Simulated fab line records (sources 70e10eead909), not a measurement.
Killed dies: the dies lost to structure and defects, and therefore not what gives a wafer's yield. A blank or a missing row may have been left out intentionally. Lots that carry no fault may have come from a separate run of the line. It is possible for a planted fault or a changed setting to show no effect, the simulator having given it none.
fab line records | flow nandHarc
[record] lots = 5 wafers = 15 lastDay = 33
route steps=1302 shown A_SOURCE_PLATE@416 A_ONON_D1@424 END@1302
lots untouched by any fault: they come from a run of this same line in which no faults occurred
startH: hours from the record's first day to the start of the lot's first wafer shown | waitH: hours from the lot's prior step to this one | " repeats the value in the row above | L1.1+2: a row that stands for several wafers | - either no value or no given start | * or withheld: withheld | < > ~ a bound
route shown NAME@n: a module of which the file shows steps, and the number in the route of the first | usual: mean/standard deviation taken from wafers without a fault | same: alike in all rows | chamber/n: place in a boat | sites: each site's reading | _std_site: standard deviation across them | _edge_site: outer sites' mean less inner sites' | radiusMm: how far each site lies from the wafer's centre | mask NAME#n: copy n | behind: the most recent tool/chamber to have shaped the wafer | hold: what put the lot on hold/how long, in hours/how the hold closed | device: whichever transistor did not switch (one of n, p or np) | end of line: tests of these same wafers at the route's end | a step given without rows: its recipe and nothing more | killed: not the wafer's yield, but the dies lost to structure and defects at the first sort | map: per-die view of a wafer (x killed, . not killed, _ where there is no die)
set.NAME: the setting that was run; set.NAME@STEP: the one run at that earlier step | model.NAME: the simulator's own value behind a step, which no gauge read
lots at some steps of the route; a table a step, a row a wafer
services: a tool's chamber out of use, with start hour (startH, from the record's first day; less than 0 if before it), hours out, and reason
[[steps]]
[step NHARC_A_SOURCE_PLATE_THK_MEAS_09]
[recipe] thkMeasGauge = ellipsometry
[usual] thkNm = 9.7/0.88
// columns lot.wafer tool chamber startH waitH thkNm
L224.3 filmMetro-01 - 184.87 0.4 9.9
L224.4 " - " " 9.8
L224.6 " - " " 11.0
L232.1 filmMetro-02 - 266.46 0.4 10.6
L232.2 " - " " 11.1
L232.5 " - " " 8.5
L240.3 filmMetro-01 - 347.76 0.4 9.8
L240.4 " - " " 9.1
L240.6 " - " " 9.9
L241.1 filmMetro-01 - 354.97 0.4 7.9
L241.4 " - " " 10.0
L241.6 " - " " 8.1
L243.1 filmMetro-01 - 384.15 0.4 11.0
L243.2 " - " " 8.1
L243.5 " - " " 8.7
[step NHARC_A_SOURCE_PLATE_PVD_04]
[recipe] targetThkA = 500 material = WSi2
[step NHARC_A_SOURCE_PLATE_CVD_03]
[recipe] targetThkA = 2000 tempC = 620 pressureMtorr = 200 timeS = 4000 material = poly-Si
[step NHARC_A_SOURCE_PLATE_ANNEAL_05]
[recipe] tempC = 850 timeS = 1800
[step NHARC_A_SOURCE_PLATE_THK_MEAS_06]
[recipe] thkMeasGauge = ellipsometry
[usual] thkNm = 200.4/2.2
// columns lot.wafer tool chamber startH waitH thkNm
L224.3 filmMetro-02 - 198.45 0.4 199.9
L224.4 " - " " 201.9
L224.6 " - " " 203.1
L232.1 filmMetro-01 - 279.46 0.4 199.5
L232.2 " - " " 201.5
L232.5 " - " " 201.6
L240.3 filmMetro-02 - 362.71 0.4 198.9
L240.4 " - " " 199.7
L240.6 " - " " 197.6
L241.1 filmMetro-02 - 367.52 0.4 199.2
L241.4 " - " " 197.5
L241.6 " - " " 201.4
L243.1 filmMetro-01 - 397.22 0.4 196.5
L243.2 " - " " 197.7
L243.5 " - " " 199.5
[step NHARC_A_SOURCE_PLATE_INSPECT_08]
[usual] rawDefectCount = 62/30
// columns lot.wafer tool chamber startH waitH rawDefectCount
L224.3 defectInspect-02 - 198.56 0.0 59
L224.4 " - " " 60
L224.6 " - " " 54
L232.1 defectInspect-01 - 279.56 0.0 60
L232.2 " - " " 63
L232.5 " - " " 68
L240.3 defectInspect-02 - 362.82 0.0 49
L240.4 " - " " 62
L240.6 " - " " 79
L241.1 defectInspect-01 - 367.58 0.0 93
L241.4 " - " " 59
L241.6 " - " " 86
L243.1 defectInspect-02 - 397.28 0.0 32
L243.2 " - " " 41
L243.5 " - " " 86
[step NHARC_A_ONON_D1_DEP_00]
[recipe] targetThkA = 10000 n2FlowSccm = 2750 n2oFlowSccm = 2000 nh3FlowSccm = 500 sih4FlowSccm = 210 tempC = 400
[step NHARC_A_ONON_D1_THK_MEAS_02]
[recipe] thkMeasGauge = ellipsometry
[usual] thkNm = 999/10
// columns lot.wafer tool chamber startH waitH thkNm
L224.3 filmMetro-01 - 199.13 - 1014
L224.4 " - " " 1014
L224.6 " - " " 1013
L232.1 filmMetro-01 - 280.14 - 1017
L232.2 " - " " 1015
L232.5 " - " " 1016
L240.3 filmMetro-02 - 363.39 - 1007
L240.4 " - " " 1005
L240.6 " - " " 1004
L241.1 filmMetro-02 - 368.16 - 998
L241.4 " - " " 996
L241.6 " - " " 997
L243.1 filmMetro-02 - 397.87 - 1006
L243.2 " - " " 1006
L243.5 " - " " 1006
[step NHARC_A_ONON_D1_DEP_03]
[recipe] targetThkA = 10000 n2FlowSccm = 2750 n2oFlowSccm = 2000 nh3FlowSccm = 500 sih4FlowSccm = 210 tempC = 400
[step NHARC_A_ONON_D1_THK_MEAS_05]
[recipe] thkMeasGauge = ellipsometry
[usual] thkNm = 1001/8.1
// columns lot.wafer tool chamber startH waitH thkNm
L224.3 filmMetro-02 - 199.70 - 1003
L224.4 " - " " 1005
L224.6 " - " " 1005
L232.1 filmMetro-01 - 280.71 - 1004
L232.2 " - " " 1000
L232.5 " - " " 1002
L240.3 filmMetro-01 - 363.96 - 1004
L240.4 " - " " 1004
L240.6 " - " " 1004
L241.1 filmMetro-01 - 368.72 - 1000
L241.4 " - " " 999
L241.6 " - " " 998
L243.1 filmMetro-02 - 398.44 - 1004
L243.2 " - " " 1004
L243.5 " - " " 1004
[step NHARC_A_ONON_D1_DEP_06]
[recipe] targetThkA = 10000 n2FlowSccm = 2750 n2oFlowSccm = 2000 nh3FlowSccm = 500 sih4FlowSccm = 210 tempC = 400
[usual] n2FlowSccm = 2749/7.6 n2oFlowSccm = 1999/5.4
// columns lot.wafer tool chamber startH waitH n2FlowSccm n2oFlowSccm
L224.3 pecvdOnon-04 0 199.87 0.2 2750 2003
L224.4 " 0 " " 2750 2007
L224.6 " 0 " " 2752 1999
L232.1 pecvdOnon-02 0 280.76 0.1 2754 1992
L232.2 " 0 " " 2751 2008
L232.5 " 0 " " 2751 1994
L240.3 pecvdOnon-04 0 364.13 0.2 2753 2004
L240.4 " 0 " " 2759 2002
L240.6 " 0 " " 2745 2002
L241.1 pecvdOnon-04 0 368.78 0.1 2755 2004
L241.4 " 0 " " 2737 2007
L241.6 " 0 " " 2741 1999
L243.1 pecvdOnon-02 0 398.49 0.1 2752 2003
L243.2 " 0 " " 2738 2002
L243.5 " 0 " " 2747 1999
[step NHARC_A_ONON_D1_THK_MEAS_08]
[recipe] thkMeasGauge = ellipsometry
[usual] thkNm = 1000/9
// columns lot.wafer tool chamber startH waitH thkNm
L224.3 filmMetro-01 - 200.27 - 1003
L224.4 " - " " 1004
L224.6 " - " " 1004
L232.1 filmMetro-01 - 281.27 - 992
L232.2 " - " " 993
L232.5 " - " " 1483
L240.3 filmMetro-01 - 364.53 - 999
L240.4 " - " " 998
L240.6 " - " " 998
L241.1 filmMetro-02 - 369.29 - 1007
L241.4 " - " " 1009
L241.6 " - " " 1008
L243.1 filmMetro-01 - 399.00 - 982
L243.2 " - " " 983
L243.5 " - " " 984
[step NHARC_A_ONON_D1_DEP_09]
[recipe] targetThkA = 10000 n2FlowSccm = 2750 n2oFlowSccm = 2000 nh3FlowSccm = 500 sih4FlowSccm = 210 tempC = 400
[step NHARC_END_SORT_01]
[recipe] tempC = 25
[usual] killedAtArray = 57/19 killedAtOther = 0.9/1.1 killedAtPeriphery = 4.0/2.6 killedDies = 62/19 killedOpen = 3.3/1.8 killedShort = 2.4/1.7
[same] grossDies = 677
// columns lot.wafer tool chamber startH waitH killedAtArray killedAtOther killedAtPeriphery killedDies killedOpen killedShort
L232.5 prober-02 0 690.02 3.7 671 1 5 677 2 3
// killed by level:class
L232.5 A_ONON_D1:areaDep=612 A_CHANNEL_HOLE_D1:chamberFilmFlake=46 A_SLIT:chamberFilmFlake=5 P_GATE:chamberFilmFlake=3 A_DECK1_JOINT:geometricParticle:short=2 A_BLC:geometricParticle:open=2 A_CHANNEL_HOLE_D2:chamberFilmFlake=2 P_CONTACT:geometricParticle:short=1
// map L232.5 (x killed, . not)
____________x____________
_________xxxxxxx_________
_______xxxxxxxxxxx_______
______xxxxxxxxxxxxx______
_____xxxxxxxxxxxxxxx_____
____xxxxxxxxxxxxxxxxx____
____xxxxxxxxxxxxxxxxx____
___xxxxxxxxxxxxxxxxxxx___
___xxxxxxxxxxxxxxxxxxx___
__xxxxxxxxxxxxxxxxxxxxx__
__xxxxxxxxxxxxxxxxxxxxx__
_xxxxxxxxxxxxxxxxxxxxxxx_
_xxxxxxxxxxxxxxxxxxxxxxx_
_xxxxxxxxxxxxxxxxxxxxxxx_
_xxxxxxxxxxxxxxxxxxxxxxx_
_xxxxxxxxxxxxxxxxxxxxxxx_
xxxxxxxxxxxxxxxxxxxxxxxxx
xxxxxxxxxxxxxxxxxxxxxxxxx
xxxxxxxxxxxxxxxxxxxxxxxxx
xxxxxxxxxxxxxxxxxxxxxxxxx
xxxxxxxxxxxxxxxxxxxxxxxxx
_xxxxxxxxxxxxxxxxxxxxxxx_
_xxxxxxxxxxxxxxxxxxxxxxx_
_xxxxxxxxxxxxxxxxxxxxxxx_
_xxxxxxxxxxxxxxxxxxxxxxx_
_xxxxxxxxxxxxxxxxxxxxxxx_
__xxxxxxxxxxxxxxxxxxxxx__
__xxxxxxxxxxxxxxxxxxxxx__
___xxxxxxxxxxxxxxxxxxx___
___xxxxxxxxxxxxxxxxxxx___
____xxxxxxxxxxxxxxxxx____
____xxxxxxxxxxxxxxxxx____
_____xxxxxxxxxxxxxxx_____
______xxxxxxxxxxxxx______
_______xxxxxxxxxxx_______
_________xxxxxxx_________
____________x____________
// map L243.1 (x killed, . not)
____________.____________
_________......._________
_______..........._______
______...x.........______
_____..............._____
____.................____
____.................____
___.................x.___
___...................___
__x..x.................__
__.....................__
_.x..x.................._
_.xx.x...........xx....._
_..xxx.................._
_x.xxxx..x..x........x.._
_.xxxxxxx..............._
.x.xx.x...........x......
..xxxxx...x.........x....
..x...x..................
...x.x.x............x....
......xx.................
_.....................x._
_..x...................._
_.....................x._
_xx....................._
_...x..................._
__..............x......__
__.....................__
___............x......___
___..............x....___
____...........x.....____
____.................____
_____..............._____
______.............______
_______..........._______
_________......._________
____________.____________
[[services]]
// columns tool chamber startH hours kind
pecvdOnon-02 - 185.00 13.0 pm
pecvdOnon-04 - 311.62 13.0 pm
pecvdOnon-02 - 366.00 13.0 pm
[[key]]
[firstSign] step = NHARC_A_ONON_D1_THK_MEAS_08 reading = thkNm direction = up sigmas = 54 usual = 1000 struck = 1483
[effect] step = NHARC_END_SORT_01 reading = killedDies direction = up sigmas = 33 usual = 62 struck = 677
[moreKillsBornAt] NHARC_A_ONON_D1_DEP_06@pecvdOnon-02 = 612
metAt NHARC_A_ONON_D1_DEP_06
struckWafers L232.5
laterRowsLeftOut L232.5
testerLeftOut L232
[fault] kind = processParameterDrift tool = pecvdOnon-02 chamber = - onsetH = 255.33 steps = NHARC_A_ONON_D1_DEP_06 channel = targetThkA offset = * shape = step endH = 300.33 scope = struckWafersOnly actsIn = * stated = *
// testerLeftOut: of these lots the tester's yield and bins aren't shown, on N5 and GAA mostly nor the transistor test; their killed dies are dies lost to structure and defects alone, not to doping, threshold or leakage, so they don't give the yield
// laterRowsLeftOut: the simulator's readings of these wafers behind a module that went badly wrong aren't trusted and aren't shown, but for the sort
